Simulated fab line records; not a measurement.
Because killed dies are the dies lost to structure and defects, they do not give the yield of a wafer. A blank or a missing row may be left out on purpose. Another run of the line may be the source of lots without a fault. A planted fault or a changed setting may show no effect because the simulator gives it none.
Matching of chambers || flow n5Finfet || N5_BEOL_M11_ETCH_62 on rieDiel-05 has 4 sister chambers
The step etches SOC in N2/H2, target depth 110 nm, overetch 22 nm, time 165 s. 4 wafers are shown with their chamber, then 7 later ones without.

## WAFERS, EACH WITH ITS CHAMBER
{"wafer": "L084.1", "chamber": 2, "drypumpMotorCurrentA (A)": 6.3}
{"wafer": "L084.6", "chamber": 0, "drypumpMotorCurrentA (A)": 5.9}
{"wafer": "L089.1", "chamber": 1, "drypumpMotorCurrentA (A)": 6.1}
{"wafer": "L089.2", "chamber": 3, "drypumpMotorCurrentA (A)": 5.2}

## WAFERS WHOSE CHAMBER IS MISSING
{"wafer": "L089.4", "drypumpMotorCurrentA (A)": 6.4}
{"wafer": "L093.2", "drypumpMotorCurrentA (A)": 5.9}
{"wafer": "L093.3", "drypumpMotorCurrentA (A)": 5.2}
{"wafer": "L093.4", "drypumpMotorCurrentA (A)": 6.3}
{"wafer": "L097.2", "drypumpMotorCurrentA (A)": 5.2}
{"wafer": "L097.3", "drypumpMotorCurrentA (A)": 5.9}
{"wafer": "L097.4", "drypumpMotorCurrentA (A)": 6.4}

## CHAMBER TAKEN BY EACH
{"wafer": "L089.4", "from the rows above": 2, "in truth": 2}
{"wafer": "L093.2", "from the rows above": 0, "in truth": 0}
{"wafer": "L093.3", "from the rows above": 3, "in truth": 3}
{"wafer": "L093.4", "from the rows above": 2, "in truth": 2}
{"wafer": "L097.2", "from the rows above": 3, "in truth": 3}
{"wafer": "L097.3", "from the rows above": 0, "in truth": 0}
{"wafer": "L097.4", "from the rows above": 2, "in truth": 2}
7 of 7 placed correctly. Can't be placed from these rows: 0. Number placed wrongly: 0.
How it was worked out, from the rows above alone: a wafer's distance from a chamber is the root of the sum, over the readings, of the square of ((its reading less the chamber's mean) divided by the reading's scatter). The wafer belongs to the nearest chamber; if the next one is less than 2 further off, it can't be placed. The mean given for a chamber averages the wafers shown for that chamber. The scatter: root of mean squared gap, hidden wafer to nearest shown wafer, with one shown wafer a chamber.
